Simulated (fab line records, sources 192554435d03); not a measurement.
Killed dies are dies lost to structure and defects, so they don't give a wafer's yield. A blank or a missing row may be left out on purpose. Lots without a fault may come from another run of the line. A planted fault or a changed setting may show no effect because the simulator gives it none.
fab line records | flow n5_finfet | part 1 of 2: steps 1 to 21 of 31
record lots=5 wafers=15 last_day=18
route steps=1938 shown BEOL_M12@1625
lots that met no fault: from a run of the same line without faults
start_h: hours from the record's first day to the start of the lot's first wafer shown | wait_h: hours since the lot's step before | " the same as in the row above | L1.1+2: a row that stands for several wafers | - no value, or no start given | * or withheld: withheld | < > ~ a bound
route shown NAME@n: a module of which the file shows steps, and the number in the route of the first | usual: mean/standard deviation of fault-free wafers | same: alike in all rows | chamber/n: place in a boat | sites: the reading at each site | _std_site: their standard deviation | _edge_site: outer sites' mean less inner sites' | radius_mm: how far each site lies from the wafer's centre | mask NAME#n: copy n | behind: the tool/chamber that last shaped the wafer | hold: why the lot was held/for how many hours/how that ended | device: the transistor (n, p or np) that didn't switch | end of line: the same wafers' tests at the end of the route | a step without rows: its recipe alone | killed: dies lost to structure and defects at the first sort, not the wafer's yield | map: a wafer's dies, x killed, . not, _ none there
set.NAME: the setting as run; set.NAME@STEP: as run at that earlier step | model.NAME: the simulator's own value behind a step, which no gauge read
lots at some steps of the route; a table a step, a row a wafer
services: from which hour (start_h, from the record's first day; less than 0 if before it) a tool's chamber was out of use, for how many hours, and why
## steps
# step N5_BEOL_M12_COAT_22
# recipe spin_rpm=2888 resist_thk_nm=300
# usual dispense_pressure_kPa=46/3.5 resist_line_temp_C=23.03/0.1
# columns lot.wafer tool chamber start_h wait_h dispense_pressure_kPa resist_line_temp_C
L075.2 litho_track-03 0 - - 47 23.08
L075.4 " 0 " " 47 23.16
L075.6 " 0 " " 47 22.99
L074.1 litho_track-02 0 - - 50 23.04
L074.4 " 0 " " 50 23.06
L074.5 " 0 " " 50 22.94
L080.2 litho_track-05 0 - - 42 23.07
L080.3 " 0 " " 42 23.18
L080.6 " 0 " " 42 23.03
L088.2 litho_track-02 0 - - 50 23.19
L088.5 " 0 " " 50 23.07
L088.6 " 0 " " 50 23.13
L097.2 litho_track-03 0 - - 47 23.04
L097.4 " 0 " " 47 22.95
L097.5 " 0 " " 46 22.97
# step N5_BEOL_M12_EBR_24
# recipe solvent=PGMEA ebr_width_mm=1.5
# usual resist_line_temp_C=23.00/0.11
# columns lot.wafer tool chamber start_h wait_h resist_line_temp_C
L075.2 litho_track-03 0 - - 23.09
L075.4 " 0 " " 23.02
L075.6 " 0 " " 23.02
L074.1 litho_track-02 0 - - 22.86
L074.4 " 0 " " 22.93
L074.5 " 0 " " 22.95
L080.2 litho_track-05 0 - - 23.04
L080.3 " 0 " " 23.03
L080.6 " 0 " " 23.11
L088.2 litho_track-02 0 - - 22.99
L088.5 " 0 " " 23.09
L088.6 " 0 " " 22.98
L097.2 litho_track-03 0 - - 23.01
L097.4 " 0 " " 23.18
L097.5 " 0 " " 23.03
# step N5_BEOL_M12_SOFTBAKE_23
# recipe temp_c=130 time_s=60
# usual resist_line_temp_C=23.01/0.1
# columns lot.wafer tool chamber start_h wait_h resist_line_temp_C
L075.2 litho_track-03 0 - - 23.01
L075.4 " 0 " " 22.88
L075.6 " 0 " " 22.81
L074.1 litho_track-02 0 - - 23.04
L074.4 " 0 " " 23.03
L074.5 " 0 " " 22.98
L080.2 litho_track-05 0 - - 23.02
L080.3 " 0 " " 23.15
L080.6 " 0 " " 23.04
L088.2 litho_track-02 0 - - 23.10
L088.5 " 0 " " 23.00
L088.6 " 0 " " 22.99
L097.2 litho_track-03 0 - - 23.03
L097.4 " 0 " " 23.08
L097.5 " 0 " " 23.19
# step N5_BEOL_M12_EXPOSE_25
# recipe mask_id=M12 na=0.93 source_shape=conventional sigma_outer=0.4 polarization=unpolarized dose_mj=21.8
# columns lot.wafer tool chamber start_h wait_h mask
L075.2+4+6 krf_scanner-02 0 237.56 - M12#0
L074.1+4+5 krf_scanner-01 0 239.20 - M12#0
L080.2+3+6 krf_scanner-02 0 274.24 - M12#0
L088.2+5+6 krf_scanner-01 0 323.87 - M12#0
L097.2+4+5 krf_scanner-02 0 382.12 - M12#0
# step N5_BEOL_M12_PEB_26
# recipe peb_temp_c=130 peb_time_s=90
# usual resist_line_temp_C=23.02/0.11
# columns lot.wafer tool chamber start_h wait_h resist_line_temp_C
L075.2 litho_track-05 0 237.61 0.0 23.03
L075.4 " 0 " " 23.15
L075.6 " 0 " " 22.88
L074.1 litho_track-05 0 239.25 0.1 23.15
L074.4 " 0 " " 22.94
L074.5 " 0 " " 22.98
L080.2 litho_track-05 0 274.30 0.0 23.15
L080.3 " 0 " " 23.16
L080.6 " 0 " " 23.23
L088.2 litho_track-03 0 323.92 0.0 22.82
L088.5 " 0 " " 22.93
L088.6 " 0 " " 22.93
L097.2 litho_track-02 0 382.17 0.0 22.82
L097.4 " 0 " " 22.71
L097.5 " 0 " " 23.03
# step N5_BEOL_M12_DEVELOP_27
# recipe develop_time_s=45 rinse_liquid=diw dry=air_spin dev_temp_c=21
# usual resist_line_temp_C=23.00/0.11
# columns lot.wafer tool chamber start_h wait_h resist_line_temp_C
L075.2 litho_track-05 0 - - 23.11
L075.4 " 0 " " 23.04
L075.6 " 0 " " 23.06
L074.1 litho_track-05 0 - - 22.86
L074.4 " 0 " " 22.90
L074.5 " 0 " " 23.13
L080.2 litho_track-05 0 - - 22.95
L080.3 " 0 " " 22.95
L080.6 " 0 " " 23.05
L088.2 litho_track-03 0 - - 23.01
L088.5 " 0 " " 22.83
L088.6 " 0 " " 22.98
L097.2 litho_track-02 0 - - 22.91
L097.4 " 0 " " 22.99
L097.5 " 0 " " 23.05
# step N5_BEOL_M12_HARDBAKE_32
# recipe temp_c=130 time_s=120
# usual resist_line_temp_C=23.01/0.11
# columns lot.wafer tool chamber start_h wait_h resist_line_temp_C
L075.2 litho_track-05 0 - - 23.00
L075.4 " 0 " " 22.99
L075.6 " 0 " " 22.90
L074.1 litho_track-05 0 - - 23.22
L074.4 " 0 " " 23.12
L074.5 " 0 " " 23.10
L080.2 litho_track-05 0 - - 22.89
L080.3 " 0 " " 22.91
L080.6 " 0 " " 22.92
L088.2 litho_track-03 0 - - 23.12
L088.5 " 0 " " 23.26
L088.6 " 0 " " 23.15
L097.2 litho_track-02 0 - - 23.02
L097.4 " 0 " " 22.97
L097.5 " 0 " " 23.02
# step N5_BEOL_M12_CD_MEAS_28
# recipe target_cd_nm=160.2 landing_energy_ev=500 detector=se_inlens polarity=opening
# usual cd_nm=160.4/1.2
# columns lot.wafer tool chamber start_h wait_h cd_nm
L075.2 cd_sem-01 0 237.72 - 160.8
L075.4 " 0 " " 161.5
L075.6 " 0 " " 161.3
L074.1 cd_sem-03 0 239.37 - 159.6
L074.4 " 0 " " 160.7
L074.5 " 0 " " 158.5
L080.2 cd_sem-02 0 274.41 - 162.3
L080.3 " 0 " " 163.0
L080.6 " 0 " " 161.4
L088.2 cd_sem-01 0 324.04 - 159.5
L088.5 " 0 " " 160.1
L088.6 " 0 " " 157.8
L097.2 cd_sem-03 0 382.29 - 158.6
L097.4 " 0 " " 161.7
L097.5 " 0 " " 159.0
# step N5_BEOL_M12_OVL_MEAS_29
# recipe points_per_wafer=44
# usual M12_OVL=4/5.5
# same points_per_wafer=44
# columns lot.wafer tool chamber start_h wait_h M12_OVL[nm]
L075.2 overlay-01 0 237.75 0.0 11
L075.4 " 0 " " 0
L075.6 " 0 " " 3
L074.1 overlay-01 0 239.40 0.0 5
L074.4 " 0 " " 5
L074.5 " 0 " " 3
L080.2 overlay-01 0 274.44 0.0 10
L080.3 " 0 " " 5
L080.6 " 0 " " 5
L088.2 overlay-01 0 324.07 0.0 5
L088.5 " 0 " " 7
L088.6 " 0 " " -1
L097.2 overlay-01 0 382.32 0.0 -5
L097.4 " 0 " " -9
L097.5 " 0 " " -1
# step N5_BEOL_M12_INSPECT_30
# recipe mode=adi inspect_instrument=macro
# usual raw_defect_count=2.0/1.4
# columns lot.wafer tool chamber start_h wait_h raw_defect_count
L075.2 defect_inspect-01 - 237.78 0.0 1
L075.4 " - " " 3
L075.6 " - " " 2
L074.1 defect_inspect-01 - 239.42 0.0 3
L074.4 " - " " 4
L074.5 " - " " 3
L080.2 defect_inspect-01 - 274.47 0.0 3
L080.3 " - " " 3
L080.6 " - " " 2
L088.2 defect_inspect-01 - 324.09 0.0 0
L088.5 " - " " 1
L088.6 " - " " 2
L097.2 defect_inspect-01 - 382.34 0.0 2
L097.4 " - " " 2
L097.5 " - " " 1
# step N5_BEOL_M12_DESCUM_33
# recipe chemistry=O2 time_s=7.9 source_power_w=50 bias_power_w=20 pressure_mtorr=20 rf_frequency_hz=2.712e+07 temp_c=40 o2_flow_sccm=225
# usual drypump_motor_current_A=5.7/0.41 oes_product_au=0.82/0.085 rf_vpp_V=243.3/1.3 showerhead_plenum_p_Torr=2.09/0.073 throttle_valve_pct=20.28/0.19
# columns lot.wafer tool chamber start_h wait_h drypump_motor_current_A oes_product_au rf_hours_counter_h rf_vpp_V showerhead_plenum_p_Torr throttle_valve_pct
L075.2 rie_diel-02 2 237.81 0.0 6.2 0.80 98 246.0 2.20 20.28
L075.4 " 1 " " 5.3 0.83 75 244.3 2.12 20.30
L075.6 " 1 " " 5.3 0.83 - 242.7 2.12 20.28
L074.1 rie_diel-04 2 239.46 0.0 5.8 1.03 1 243.3 2.04 20.14
L074.4 " 3 " " 6.5 0.69 225 243.8 2.16 20.59
L074.5 " 1 " " 5.4 0.86 - 243.4 2.12 20.29
L080.2 rie_diel-02 3 274.50 0.0 5.6 0.85 48 243.7 2.12 20.08
L080.3 " 2 " " 6.2 0.77 110 245.5 2.20 20.28
L080.6 " 2 " " 6.2 0.79 - 244.8 2.20 20.28
L088.2 rie_diel-04 3 324.13 0.0 6.5 0.67 248 241.9 2.15 20.62
L088.5 " 3 " " 6.5 0.68 - 242.9 2.15 20.63
L088.6 " 2 " " 5.8 0.91 - 244.0 2.02 20.18
L097.2 rie_diel-04 3 382.37 0.0 6.5 0.99 5 244.0 2.15 20.15
L097.4 " 1 " " 5.4 0.78 113 244.9 2.11 20.36
L097.5 " 3 " " 6.5 0.99 - 243.1 2.15 20.15
# step N5_BEOL_M12_ETCH_67
# recipe chemistry=CF4 target=SiARC target_depth_a=1430 time_s=238.3 ion_energy_ev=80 pressure_mtorr=40 source_w=545 bias_w=36 Ar_flow_sccm=100 cf4_flow_sccm=100 ends=cleared
# usual drypump_motor_current_A=5.7/0.41 etch_rf_on_time_s=238/4.4 oes_product_au=0.70/0.071 rf_vpp_V=184.0/1.3 showerhead_plenum_p_Torr=2.14/0.069 throttle_valve_pct=15.48/0.18
# columns lot.wafer tool chamber start_h wait_h drypump_motor_current_A etch_rf_on_time_s oes_product_au rf_hours_counter_h rf_vpp_V showerhead_plenum_p_Torr throttle_valve_pct
L075.2 rie_diel-02 2 237.84 0.0 6.2 237 0.68 98 186.3 2.23 15.38
L075.4 " 1 " " 5.3 239 0.72 76 184.7 2.16 15.49
L075.6 " 1 " " 5.3 241 0.71 - 184.1 2.16 15.48
L074.1 rie_diel-04 2 239.49 0.0 5.8 227 0.89 1 184.7 2.10 15.35
L074.4 " 3 " " 6.5 237 0.60 225 186.8 2.19 15.72
L074.5 " 1 " " 5.3 233 0.74 - 183.3 2.16 15.41
L080.2 rie_diel-02 3 274.53 0.0 5.7 239 0.72 48 182.4 2.17 15.24
L080.3 " 2 " " 6.2 238 0.67 110 186.5 2.23 15.40
L080.6 " 2 " " 6.2 237 0.67 - 184.5 2.23 15.40
L088.2 rie_diel-04 3 324.16 0.0 6.5 239 0.59 248 184.1 2.18 15.74
L088.5 " 3 " " 6.5 238 0.59 - 185.1 2.18 15.77
L088.6 " 2 " " 5.8 231 0.79 - 183.7 2.09 15.44
L097.2 rie_diel-04 3 382.41 0.0 6.5 234 0.85 5 184.1 2.18 15.24
L097.4 " 1 " " 5.4 232 0.68 113 184.3 2.15 15.50
L097.5 " 3 " " 6.5 234 0.85 - 186.0 2.18 15.24
# step N5_BEOL_M12_ETCH_68
# recipe chemistry=N2/H2 target=SOC mask_material=SiARC source_w=3000 bias_w=350 temp_c=40 time_s=285 ion_energy_ev=200 pressure_mtorr=30 n2_flow_sccm=200 h2_flow_sccm=200
# usual drypump_motor_current_A=5.7/0.42 h2_flow_sccm=200.1/0.57 n2_flow_sccm=200.0/0.62 oes_product_au=0.82/0.083 rf_vpp_V=523.9/2.5 showerhead_plenum_p_Torr=2.54/0.088 throttle_valve_pct=17.64/0.21
# columns lot.wafer tool chamber start_h wait_h drypump_motor_current_A h2_flow_sccm n2_flow_sccm oes_product_au rf_hours_counter_h rf_vpp_V showerhead_plenum_p_Torr throttle_valve_pct
L075.2 rie_diel-02 2 237.99 0.1 6.2 199.6 199.7 0.79 98 527.7 2.66 17.48
L075.4 " 1 " " 5.2 199.4 199.4 0.83 76 525.0 2.58 17.70
L075.6 " 1 " " 5.2 200.0 199.5 0.84 - 525.8 2.58 17.70
L074.1 rie_diel-04 2 239.64 0.1 5.8 200.2 199.6 1.02 1 522.6 2.49 17.48
L074.4 " 3 " " 6.5 199.6 200.7 0.70 225 527.3 2.61 17.87
L074.5 " 1 " " 5.4 199.9 202.2 0.86 - 525.4 2.59 17.60
L080.2 rie_diel-02 3 274.68 0.1 5.7 199.9 198.8 0.85 48 523.3 2.58 17.46
L080.3 " 2 " " 6.2 199.7 198.9 0.78 110 527.3 2.65 17.50
L080.6 " 2 " " 6.2 199.9 199.9 0.78 - 526.9 2.65 17.51
L088.2 rie_diel-04 3 324.31 0.1 6.5 200.6 198.9 0.68 248 526.0 2.60 17.89
L088.5 " 3 " " 6.5 199.7 199.0 0.68 - 525.8 2.60 17.89
L088.6 " 2 " " 5.8 200.7 200.5 0.93 - 522.2 2.48 17.52
L097.2 rie_diel-04 3 382.56 0.1 6.5 200.2 200.3 1.01 5 525.7 2.60 17.41
L097.4 " 1 " " 5.4 199.7 199.3 0.80 113 524.2 2.57 17.70
L097.5 " 3 " " 6.5 200.9 199.9 1.00 - 526.6 2.60 17.40
# step N5_BEOL_M12_STRIP_69
# recipe chemistry=N2/H2 temp_c=40 n2_flow_sccm=200 h2_flow_sccm=200 rf_frequency_hz=6e+07
# columns lot.wafer tool chamber start_h wait_h
L075.2+4+6 rie_diel-02 2,1,1 238.16 0.1
L074.1+4+5 rie_diel-04 2,3,1 239.81 0.1
L080.2+3+6 rie_diel-02 3,2,2 274.85 0.1
L088.2+5+6 rie_diel-04 3,3,2 324.48 0.1
L097.2+4+5 rie_diel-04 3,1,3 382.73 0.1
# step N5_BEOL_M12_TRENCH_ETCH_34
# recipe chemistry=C4F8/O2/Ar target=SiOC target_depth_a=3189.5 mask_material=SOC pressure_mtorr=30 source_w=3000 bias_w=700 Ar_flow_sccm=400 C4F8_flow_sccm=15 O2_flow_sccm=8 he_inner_torr=15 he_outer_torr=30 time_s=125.5 ion_energy_ev=250
# usual drypump_motor_current_A=5.7/0.42 oes_product_au=0.82/0.083 rf_vpp_V=666/3.1 showerhead_plenum_p_Torr=3.41/0.11 throttle_valve_pct=24.03/0.17
# columns lot.wafer tool chamber start_h wait_h drypump_motor_current_A oes_product_au rf_hours_counter_h rf_vpp_V showerhead_plenum_p_Torr throttle_valve_pct
L075.2 rie_diel-02 2 238.17 0.0 6.2 0.80 98 670 3.55 23.88
L075.4 " 1 " " 5.3 0.84 76 666 3.44 24.00
L075.6 " 1 " " 5.2 0.84 - 667 3.44 24.01
L074.1 rie_diel-04 2 239.82 0.0 5.8 1.01 2 665 3.35 24.00
L074.4 " 3 " " 6.5 0.70 225 668 3.48 24.13
L074.5 " 1 " " 5.4 0.87 - 666 3.45 24.01
L080.2 rie_diel-02 3 274.86 0.0 5.7 0.84 48 667 3.47 23.86
L080.3 " 2 " " 6.2 0.78 110 669 3.54 23.88
L080.6 " 2 " " 6.2 0.78 - 671 3.54 23.88
L088.2 rie_diel-04 3 324.49 0.0 6.5 0.68 249 665 3.47 24.18
L088.5 " 3 " " 6.5 0.68 - 668 3.47 24.17
L088.6 " 2 " " 5.7 0.92 - 663 3.34 24.04
L097.2 rie_diel-04 3 382.74 0.0 6.5 1.00 5 667 3.47 23.79
L097.4 " 1 " " 5.4 0.80 113 666 3.43 24.08
L097.5 " 3 " " 6.5 1.01 - 667 3.47 23.77
# step N5_BEOL_M12_STRIP_70
# recipe chemistry=C4F8/O2/Ar resist=SiARC rf_frequency_hz=6e+07
# columns lot.wafer tool chamber start_h wait_h
L075.2+4+6 rie_diel-02 2,1,1 238.29 0.1
L074.1+4+5 rie_diel-04 2,3,1 239.93 0.1
L080.2+3+6 rie_diel-02 3,2,2 274.98 0.1
L088.2+5+6 rie_diel-04 3,3,2 324.61 0.1
L097.2+4+5 rie_diel-04 3,1,3 382.85 0.1
# step N5_BEOL_M12_OCD_MEAS_35
# usual trench_depth_nm=319/5.7
# columns lot.wafer tool chamber start_h wait_h trench_depth_nm
L075.2 ocd-02 - 238.33 0.0 318
L075.4 " - " " 319
L075.6 " - " " 320
L074.1 ocd-02 - 239.97 0.0 323
L074.4 " - " " 315
L074.5 " - " " 326
L080.2 ocd-01 - 275.02 0.0 317
L080.3 " - " " 317
L080.6 " - " " 315
L088.2 ocd-02 - 324.65 0.0 313
L088.5 " - " " 315
L088.6 " - " " 321
L097.2 ocd-02 - 382.89 0.0 327
L097.4 " - " " 325
L097.5 " - " " 328
# step N5_BEOL_M12_STRIP_37
# recipe chemistry=N2/H2 power_w=1000 temp_c=250 h2_frac=0.65 overash_fraction=0.3 pressure_mtorr=withheld n2_flow_sccm=1750 h2_flow_sccm=3250
# usual drypump_motor_current_A=5.8/0.55 h2_flow_sccm=3248/8.9 heater_power_w=365/44 n2_flow_sccm=1750/4.3 oes_product_au=0.792/0.011
# same overash_fraction=0.3
# columns lot.wafer tool chamber start_h wait_h drypump_motor_current_A h2_flow_sccm heater_power_w n2_flow_sccm oes_product_au rf_hours_counter_h
L075.2 plasma_asher-01 0 238.37 0.0 6.2 3236 337 1749 0.807 127
L075.4 " 1 " " 4.9 3254 303 1750 0.805 -
L075.6 " 1 " " 4.9 3248 305 1751 0.804 -
L074.1 plasma_asher-02 0 240.01 0.0 5.7 3251 389 1749 0.785 66
L074.4 " 1 " " 6.4 3255 422 1752 0.794 -
L074.5 " 1 " " 6.3 3254 422 1751 0.788 -
L080.2 plasma_asher-01 1 275.06 0.0 5.0 3249 303 1746 0.797 134
L080.3 " 0 " " 6.2 3247 336 1749 0.775 -
L080.6 " 0 " " 6.2 3247 341 1755 0.780 -
L088.2 plasma_asher-02 1 324.68 0.0 6.4 3223 425 1756 0.807 83
L088.5 " 1 " " 6.3 3240 431 1750 0.785 -
L088.6 " 0 " " 5.8 3242 392 1743 0.796 -
L097.2 plasma_asher-01 1 382.93 0.0 4.9 3248 305 1741 0.799 155
L097.4 " 0 " " 6.3 3245 337 1748 0.784 -
L097.5 " 1 " " 5.0 3249 311 1751 0.805 -
# step N5_BEOL_M12_ETCH_38
# recipe chemistry=CF4/N2 target=SiCN target_depth_a=687 taper_deg=2 time_s=73.4 ion_energy_ev=150 mask_material=SiO2 pressure_mtorr=40 source_w=430 bias_w=70 Ar_flow_sccm=100 cf4_flow_sccm=60 n2_flow_sccm=60
# usual drypump_motor_current_A=5.7/0.44 n2_flow_sccm=59.98/0.17 oes_product_au=0.82/0.076 rf_vpp_V=382.3/1.8 showerhead_plenum_p_Torr=2.21/0.072 throttle_valve_pct=15.33/0.17
# columns lot.wafer tool chamber start_h wait_h drypump_motor_current_A n2_flow_sccm oes_product_au rf_hours_counter_h rf_vpp_V showerhead_plenum_p_Torr throttle_valve_pct
L075.2 rie_diel-05 2 243.14 - 6.5 59.99 0.98 4 382.8 2.27 15.42
L075.4 " 3 " " 5.2 59.73 0.85 58 385.8 2.34 15.39
L075.6 " 0 " " 5.8 59.73 0.86 - 382.1 2.14 15.24
L074.1 rie_diel-05 3 243.24 - 5.2 60.15 0.84 58 386.0 2.34 15.39
L074.4 " 0 " " 5.8 60.14 0.86 50 379.7 2.14 15.25
L074.5 " 3 " " 5.2 60.15 0.85 - 385.7 2.34 15.38
L080.2 rie_diel-05 3 275.30 - 5.2 60.16 0.84 67 385.7 2.34 15.40
L080.3 " 1 " " 5.6 59.99 0.82 80 380.4 2.14 15.44
L080.6 " 1 " " 5.6 60.25 0.82 - 380.9 2.14 15.44
L088.2 rie_diel-04 2 325.71 - 5.8 60.15 0.93 35 380.9 2.15 15.25
L088.5 " 2 " " 5.8 60.32 0.93 - 382.1 2.16 15.24
L088.6 " 3 " " 6.5 60.18 0.67 - 383.0 2.25 15.59
L097.2 rie_diel-02 1 386.14 - 5.3 59.92 0.79 123 380.7 2.21 15.41
L097.4 " 0 " " 5.8 59.95 1.00 2 385.0 2.34 15.03
L097.5 " 2 " " 6.2 60.33 0.75 - 384.7 2.28 15.29
# step N5_BEOL_M12_PRECLEAN_39
# recipe chemistry=residue_remover time_s=60 temp_c=40
# columns lot.wafer tool chamber start_h wait_h
L075.2+4+6 wet_bench-04 5,3,1 243.27 0.1
L074.1+4+5 wet_bench-01 5,3,4 243.37 0.1
L080.2+3+6 wet_bench-01 7,6,0 275.43 0.1
L088.2+5+6 wet_bench-01 5,4,7 325.84 0.1
L097.2+4+5 wet_bench-01 7,2,4 386.27 0.1
# step N5_BEOL_M12_SRD_40
# recipe time_s=30 temp_c=23 rinse_liquid=diw dry=n2_spin spin_rpm=1500 dry_time_s=30
# columns lot.wafer tool chamber start_h wait_h
L075.2+4+6 wet_bench-04 5,3,1 243.29 0.0
L074.1+4+5 wet_bench-01 5,3,4 243.39 0.0
L080.2+3+6 wet_bench-01 7,6,0 275.45 0.0
L088.2+5+6 wet_bench-01 5,4,7 325.86 0.0
L097.2+4+5 wet_bench-01 7,2,4 386.31 0.0
